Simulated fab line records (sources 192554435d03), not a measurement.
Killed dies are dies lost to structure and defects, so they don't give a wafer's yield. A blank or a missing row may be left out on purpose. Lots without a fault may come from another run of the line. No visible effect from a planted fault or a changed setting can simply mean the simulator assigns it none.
Matching of chambers || flow n5 finfet || N5_BEOL_M10_STRIP_36 on rie diel-02: 4 sister chambers
The step strips in N2/H2. 4 wafers are shown with their chamber, then 11 later ones without.

== WAFERS WITH THEIR CHAMBER ==
{"wafer": "L079.5", "chamber": 2, "showerhead plenum p Torr (Torr)": 2.68}
{"wafer": "L087.4", "chamber": 1, "showerhead plenum p Torr (Torr)": 2.56}
{"wafer": "L094.6", "chamber": 3, "showerhead plenum p Torr (Torr)": 2.43}
{"wafer": "L093.2", "chamber": 0, "showerhead plenum p Torr (Torr)": 2.57}

== WAFERS MISSING THEIR CHAMBER ==
{"wafer": "L093.4", "showerhead plenum p Torr (Torr)": 2.55}
{"wafer": "L093.6", "showerhead plenum p Torr (Torr)": 2.55}
{"wafer": "L095.1", "showerhead plenum p Torr (Torr)": 2.43}
{"wafer": "L095.5", "showerhead plenum p Torr (Torr)": 2.67}
{"wafer": "L095.6", "showerhead plenum p Torr (Torr)": 2.43}
{"wafer": "L096.1", "showerhead plenum p Torr (Torr)": 2.67}
{"wafer": "L096.2", "showerhead plenum p Torr (Torr)": 2.43}
{"wafer": "L096.6", "showerhead plenum p Torr (Torr)": 2.43}
{"wafer": "L097.1", "showerhead plenum p Torr (Torr)": 2.67}
{"wafer": "L097.3", "showerhead plenum p Torr (Torr)": 2.42}
{"wafer": "L097.5", "showerhead plenum p Torr (Torr)": 2.55}

== CHAMBER TAKEN BY EACH ==
{"wafer": "L093.4", "from the rows above": "can't be placed: 1 or 0", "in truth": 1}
{"wafer": "L093.6", "from the rows above": "can't be placed: 1 or 0", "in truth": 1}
{"wafer": "L095.1", "from the rows above": 3, "in truth": 3}
{"wafer": "L095.5", "from the rows above": 2, "in truth": 2}
{"wafer": "L095.6", "from the rows above": 3, "in truth": 3}
{"wafer": "L096.1", "from the rows above": 2, "in truth": 2}
{"wafer": "L096.2", "from the rows above": 3, "in truth": 3}
{"wafer": "L096.6", "from the rows above": 3, "in truth": 3}
{"wafer": "L097.1", "from the rows above": 2, "in truth": 2}
{"wafer": "L097.3", "from the rows above": 3, "in truth": 3}
{"wafer": "L097.5", "from the rows above": "can't be placed: 1 or 0", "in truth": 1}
Placed correctly: 8 of 11. Not placeable from these rows: 3 (in 3, the candidates include the true chamber). 0 placed wrongly.
How it was worked out, from the rows above alone: a wafer's distance from a chamber is the root of the sum, over the readings, of the square of ((its reading less the chamber's mean) divided by the reading's scatter). If the next closest chamber is less than 2 further off than the closest, the wafer can't be placed; otherwise it belongs to the closest. Each chamber's mean is taken over the wafers shown for it. The scatter (one wafer shown for each chamber): square how far every hidden wafer sits from the nearest shown wafer, average those squares and take the square root.
